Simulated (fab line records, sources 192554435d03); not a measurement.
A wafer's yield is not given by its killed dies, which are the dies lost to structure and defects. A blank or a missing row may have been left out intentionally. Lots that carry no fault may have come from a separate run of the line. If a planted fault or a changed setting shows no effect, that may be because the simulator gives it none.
Check of tool commonality | flow n5Finfet | 10 lots, 29 wafers sampled

== WHAT PROMPTED THE OPENING ==
N5_BEOL_M4_RC_MEAS_101, reading CJ_P: flagged on 3 of 10 lots. No-fault wafers: 5.82, standard deviation 0.13.
Rule: a lot is flagged when every wafer of it that has a number lies more than 4 standard deviations from that mean, or none has a number. All remaining lots are regarded as sound.

lot  | measured     | on        | CJ_P, wafer by wafer | flag
L913 | day 8 12:31  | prober-02 | 5.78 5.74 6.03       | 
L916 | day 8 20:49  | prober-01 | 5.85 5.59 5.89       | 
L917 | day 9 10:25  | prober-02 | 5.65 5.95 5.74       | 
L918 | day 9 21:12  | prober-02 | 4.10 4.14 3.67       | FLAGGED
L919 | day 10 01:04 | prober-01 | 3.93 3.96            | FLAGGED
L921 | day 10 23:22 | prober-01 | 4.23 4.39 4.21       | FLAGGED
L922 | day 11 06:45 | prober-01 | 5.67 5.57 5.61       | 
L927 | day 12 07:57 | prober-02 | 5.92 5.84 5.56       | 
L929 | day 13 03:16 | prober-01 | 5.99 6.02 5.78       | 
L935 | day 13 19:11 | prober-01 | 5.53 5.76 5.65       | 
The numbers of the flagged lots are 4.08 on average: -1.74 against the usual, or -13 standard deviations.

== WHICH TOOL RAN EACH LOT ==
The record keeps 1 process step preceding the reading, out of 1938 steps on the route. Every cell lists first the tool, next ch and the chambers used by the sampled wafers, and last the start.
lot  | flag    | N5_WELL_APT_EPI_41
L913 |         | epiRpcvd-01 ch 0, day 1 16:20
L916 |         | epiRpcvd-01 ch 0, day 2 10:17
L917 |         | epiRpcvd-01 ch 0, day 2 16:00
L918 | FLAGGED | epiRpcvd-01 ch 0, day 2 21:58
L919 | FLAGGED | epiRpcvd-01 ch 0, day 3 04:43
L921 | FLAGGED | epiRpcvd-01 ch 0, day 3 16:23
L922 |         | epiRpcvd-03 ch 0, day 3 22:08
L927 |         | epiRpcvd-03 ch 0, day 5 04:19
L929 |         | epiRpcvd-02 ch 0, day 5 16:10
L935 |         | epiRpcvd-03 ch 0, day 7 04:26
What is done by these steps:
- N5_WELL_APT_EPI_41: deposits Si from SiH4/H2, target thk 50 nm, time 297.7 s.
- N5_BEOL_M4_RC_MEAS_101

== FLAGGED AGAINST TOTAL, ONE TOOL AT A TIME (gauges that did the reading follow at the end) ==
step                   | tool        | lots run | flagged | share of the flagged lots | sound lots run after its first flagged lot
N5_WELL_APT_EPI_41     | epiRpcvd-01 | 6        | 3       | all                       | 0
N5_WELL_APT_EPI_41     | epiRpcvd-02 | 1        | 0       | none                      | -
N5_WELL_APT_EPI_41     | epiRpcvd-03 | 3        | 0       | none                      | -
N5_BEOL_M4_RC_MEAS_101 | prober-01   | 6        | 2       | some                      | 3 (L922,L929,L935)
N5_BEOL_M4_RC_MEAS_101 | prober-02   | 4        | 1       | some                      | 1 (L927)

== WHAT IS ALLOWED BY THE TABLE ==
All flagged lots share 1 row of the table, namely epiRpcvd-01 at N5_WELL_APT_EPI_41.
- epiRpcvd-01 at N5_WELL_APT_EPI_41 ran 6 lots, 3 of them flagged. It ran its last sound lot, L917, at day 2 16:00 and its first flagged lot, L918, at day 2 21:58: a fault with its onset between the two fits.
Just one tool remains: epiRpcvd-01 at N5_WELL_APT_EPI_41.

== WHAT THE SIMULATOR PUT IN ==
Drift in process parameters on epiRpcvd-01 at N5_WELL_APT_EPI_41, starting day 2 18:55. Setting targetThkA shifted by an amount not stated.
Shown lots that were struck: L918, L919, L921. The rule above found the same.
